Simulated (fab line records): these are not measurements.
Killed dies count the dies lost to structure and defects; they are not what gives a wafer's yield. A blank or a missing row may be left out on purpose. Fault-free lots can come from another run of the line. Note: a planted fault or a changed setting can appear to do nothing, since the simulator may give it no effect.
Matching of chambers :: flow nand-harc :: ald-hk-02 running NHARC_A_CHANNEL_FILL_D1_ALD_02: 4 sister chambers
The step deposits SiO2, target thk 6 nm, pulse time 10 s, ald cycles 60. 4 wafers are shown with their chamber, then 11 later ones without.

WAFERS WITH THEIR CHAMBER
wafer: L084.6
chamber: 3
heater-power-w (W): 405

wafer: L086.3
chamber: 2
heater-power-w (W): 447

wafer: L086.5
chamber: 1
heater-power-w (W): 457

wafer: L089.1
chamber: 0
heater-power-w (W): 643

WAFERS WITH NO CHAMBER GIVEN
wafer: L089.2
heater-power-w (W): 454

wafer: L089.4
heater-power-w (W): 420

wafer: L093.1
heater-power-w (W): 432

wafer: L093.3
heater-power-w (W): 443

wafer: L093.5
heater-power-w (W): 409

wafer: L095.1
heater-power-w (W): 447

wafer: L095.4
heater-power-w (W): 393

wafer: L095.5
heater-power-w (W): 399

wafer: L097.1
heater-power-w (W): 423

wafer: L097.4
heater-power-w (W): 626

wafer: L097.5
heater-power-w (W): 441

EACH ONE'S CHAMBER
wafer: L089.2
from the rows above: can't be placed: 1 or 2
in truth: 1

wafer: L089.4
from the rows above: can't be placed: 3 or 2
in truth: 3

wafer: L093.1
from the rows above: can't be placed: 2 or 1 or 3
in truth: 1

wafer: L093.3
from the rows above: can't be placed: 2 or 1
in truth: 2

wafer: L093.5
from the rows above: 3
in truth: 3

wafer: L095.1
from the rows above: can't be placed: 2 or 1
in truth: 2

wafer: L095.4
from the rows above: 3
in truth: 3

wafer: L095.5
from the rows above: 3
in truth: 3

wafer: L097.1
from the rows above: can't be placed: 3 or 2 or 1
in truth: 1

wafer: L097.4
from the rows above: 0
in truth: 0

wafer: L097.5
from the rows above: can't be placed: 2 or 1
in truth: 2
Correctly placed: 4 of 11. These rows do not allow placing 7 (true chamber among the candidates in 7). Placed wrongly: 0.
How it was worked out, from the rows above alone: a wafer's distance from a chamber is the root of the sum, over the readings, of the square of ((its reading less the chamber's mean) divided by the reading's scatter). The wafer belongs to the nearest chamber; if the next one is less than 2 further off, it can't be placed. A chamber's mean is the mean of its shown wafers. The scatter (one wafer shown for each chamber): square how far every hidden wafer sits from the nearest shown wafer, average those squares and take the square root.
